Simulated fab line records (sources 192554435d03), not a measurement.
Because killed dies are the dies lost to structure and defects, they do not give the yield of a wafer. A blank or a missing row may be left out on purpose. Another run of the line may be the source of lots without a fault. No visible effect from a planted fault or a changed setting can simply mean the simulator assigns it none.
The tool behind it: which one? | flow n5_finfet | 11 lots with 32 wafers sampled at 5 steps, on a route of 1938 steps

== WHAT THE GAUGES READ, wafer by wafer ==
N5_BEOL_M6_INSPECT_58: inspects for defects (darkfield).
lot  | measured     | on                | raw_defect_count
L394 | day 8 08:56  | defect_inspect-02 | 78 102 43
L395 | day 8 22:41  | defect_inspect-01 | 77 44 62
L398 | day 9 07:08  | defect_inspect-02 | 97 79 103
L397 | day 9 11:40  | defect_inspect-02 | 86 76 67
L396 | day 9 12:23  | defect_inspect-02 | 70 47 58
L400 | day 10 01:59 | defect_inspect-01 | 96 67 62
L401 | day 10 12:21 | defect_inspect-02 | 28 42 39
L403 | day 10 13:55 | defect_inspect-01 | 41 48 56
L402 | day 10 18:40 | defect_inspect-01 | 39 37 46
L411 | day 13 03:34 | defect_inspect-01 | 57 76
L416 | day 14 05:29 | defect_inspect-02 | 56 67 95

N5_BEOL_M7_CD_MEAS_28 targets a cd of 40 nm.
lot  | measured     | on        | cd_nm (nm)
L394 | day 8 14:17  | cd_sem-01 | 39.97 39.90 39.74
L395 | day 9 01:55  | cd_sem-01 | 40.25 39.90 39.92
L398 | day 9 10:28  | cd_sem-02 | 40.02 40.31 39.48
L397 | day 9 15:18  | cd_sem-01 | 39.93 39.35 40.00
L396 | day 9 17:04  | cd_sem-01 | 40.10 39.75 39.73
L400 | day 10 04:25 | cd_sem-01 | 40.10 40.19 40.05
L401 | day 10 15:14 | cd_sem-02 | 39.82 39.90 40.42
L403 | day 10 16:21 | cd_sem-01 | 39.94 40.06 39.76
L402 | day 10 23:08 | cd_sem-02 | 39.96 39.97 40.37
L411 | day 13 14:21 | cd_sem-01 | 39.72 38.55
L416 | day 14 14:47 | cd_sem-03 | 40.24 40.40 40.18

== EACH LOT AND THE TOOL THAT RAN IT (in order: tool; ch and the chambers of the sampled wafers; start) ==
lot  | N5_BEOL_M7_CURE_74            | N5_BEOL_M7_STRIP_19                | N5_BEOL_M7_EXPOSE_25
L394 | uv_cure-01 ch 0, day 8 09:02  | rie_diel-05 ch 0,1,3, day 8 13:47  | euv_scanner-02 ch 0, day 8 14:09
L395 | uv_cure-02 ch 2, day 8 22:47  | rie_diel-03 ch 1,2, day 9 01:25    | euv_scanner-01 ch 0, day 9 01:47
L398 | uv_cure-02 ch 2, day 9 07:14  | rie_diel-03 ch 2,3, day 9 10:04    | euv_scanner-01 ch 0, day 9 10:20
L397 | uv_cure-02 ch 1, day 9 11:54  | rie_diel-04 ch 1,2,3, day 9 13:34  | euv_scanner-02 ch 0, day 9 15:10
L396 | uv_cure-03 ch 1, day 9 12:29  | rie_diel-03 ch 1,2,3, day 9 16:14  | euv_scanner-01 ch 0, day 9 16:55
L400 | uv_cure-03 ch 0, day 10 02:10 | rie_diel-03 ch 0,2,3, day 10 03:52 | euv_scanner-01 ch 0, day 10 04:18
L401 | uv_cure-02 ch 2, day 10 12:27 | rie_diel-03 ch 1,2, day 10 14:52   | euv_scanner-01 ch 0, day 10 15:06
L403 | uv_cure-02 ch 0, day 10 14:10 | rie_diel-05 ch 0,2,3, day 10 15:59 | euv_scanner-01 ch 0, day 10 16:14
L402 | uv_cure-01 ch 2, day 10 18:46 | rie_diel-05 ch 0,1,2, day 10 21:20 | euv_scanner-02 ch 0, day 10 23:01
L411 | uv_cure-01 ch 2, day 13 03:44 | rie_diel-03 ch 0,3, day 13 07:05   | euv_scanner-01 ch 0, day 13 14:13
L416 | uv_cure-03 ch 0, day 14 05:35 | rie_diel-05 ch 0,3, day 14 09:36   | euv_scanner-02 ch 0, day 14 14:39
- N5_BEOL_M7_CURE_74: cures SiCOH lowk, time 240 s.
- N5_BEOL_M7_STRIP_19: strips in O2.
- N5_BEOL_M7_EXPOSE_25: exposes mask V6, target cd 40 nm.

== AS READ BY THE TOOLS THEMSELVES (means over the sampled wafers that have a number; for cases with no such wafer, the mark the record gives instead) ==
N5_BEOL_M7_CURE_74.
lot  | tool       | lamp_power_pct (%) | wafer_temp_C_max
L394 | uv_cure-01 | 52.31              | 387.1
L395 | uv_cure-02 | 52.31              | 386.8
L398 | uv_cure-02 | 52.29              | 386.5
L397 | uv_cure-02 | 52.33              | 386.6
L396 | uv_cure-03 | 52.33              | 387.5
L400 | uv_cure-03 | 52.27              | 387.1
L401 | uv_cure-02 | 52.25              | 386.8
L403 | uv_cure-02 | 52.26              | 386.4
L402 | uv_cure-01 | 52.30              | 386.8
L411 | uv_cure-01 | 52.30              | 387.1
L416 | uv_cure-03 | 52.26              | 387.3

N5_BEOL_M7_STRIP_19.
lot  | tool        | drypump_motor_current_A (A) | o2_flow_sccm (sccm) | oes_product_au (a.u.) | rf_vpp_V (V) | showerhead_plenum_p_Torr (Torr) | throttle_valve_pct (%)
L394 | rie_diel-05 | 5.83                        | 225.5               | 0.71                  | 3.7          | 2.05                            | 16.92
L395 | rie_diel-03 | 5.66                        | 224.8               | 0.75                  | 3.6          | 2.13                            | 16.85
L398 | rie_diel-03 | 5.76                        | 225.0               | 0.91                  | 3.7          | 2.22                            | 16.52
L397 | rie_diel-04 | 5.94                        | 224.8               | 0.84                  | 3.6          | 2.11                            | 16.56
L396 | rie_diel-03 | 5.68                        | 224.9               | 0.82                  | 3.8          | 2.15                            | 16.70
L400 | rie_diel-03 | 5.92                        | 224.7               | 0.81                  | 4.1          | 2.17                            | 16.75
L401 | rie_diel-03 | 5.63                        | 225.7               | 0.74                  | 3.4          | 2.07                            | 16.85
L403 | rie_diel-05 | 5.87                        | 225.2               | 0.76                  | 2.8          | 2.10                            | 16.95
L402 | rie_diel-05 | 5.76                        | 225.3               | 0.84                  | 3.9          | 2.12                            | 16.76
L411 | rie_diel-03 | 6.04                        | 224.8               | 0.79                  | 3.5          | 2.16                            | 16.74
L416 | rie_diel-05 | 5.93                        | 224.9               | 0.78                  | 3.4          | 2.02                            | 16.86

== THE ANSWER, worked out from the rows above alone ==
Rule: the usual values come from the lots themselves. The widest of any qualifying gaps counts: lots, ordered by their means at a reading, are off when they make up no more than a third of the lots, leave a main group of 4 or more, and stand apart from it by 3 or more times the standard deviation of that group's means. If all means in a main group match to the digits the tables above print for the reading, that group is not used. A lot without any number at a reading at which 4 lots or more have one is off too. Any other lot the step has rows for is counted as sound. Order of review: gauges by route order, followed by the tools' own readings, for which a lot's mean as printed above is used. The first step at which some lot is off is used, and at that step the reading that is off furthest; a lot without a number counts as furthest.
Off: L411 (N5_BEOL_M7_CD_MEAS_28, cd_nm). The main group has a mean of 39.99 nm with a standard deviation of 0.14.
If a tool, at a process step before that reading, ran all the lots that are off and no sound lot after the first of them, it fits. Those tools and the gauges at N5_BEOL_M7_CD_MEAS_28 are tried in the same way. Can't be told from this: 4 tools fit, uv_cure-01 at N5_BEOL_M7_CURE_74, rie_diel-03 at N5_BEOL_M7_STRIP_19, euv_scanner-01 at N5_BEOL_M7_EXPOSE_25, cd_sem-01 at N5_BEOL_M7_CD_MEAS_28.

== WHAT THE SIMULATOR PUT IN ==
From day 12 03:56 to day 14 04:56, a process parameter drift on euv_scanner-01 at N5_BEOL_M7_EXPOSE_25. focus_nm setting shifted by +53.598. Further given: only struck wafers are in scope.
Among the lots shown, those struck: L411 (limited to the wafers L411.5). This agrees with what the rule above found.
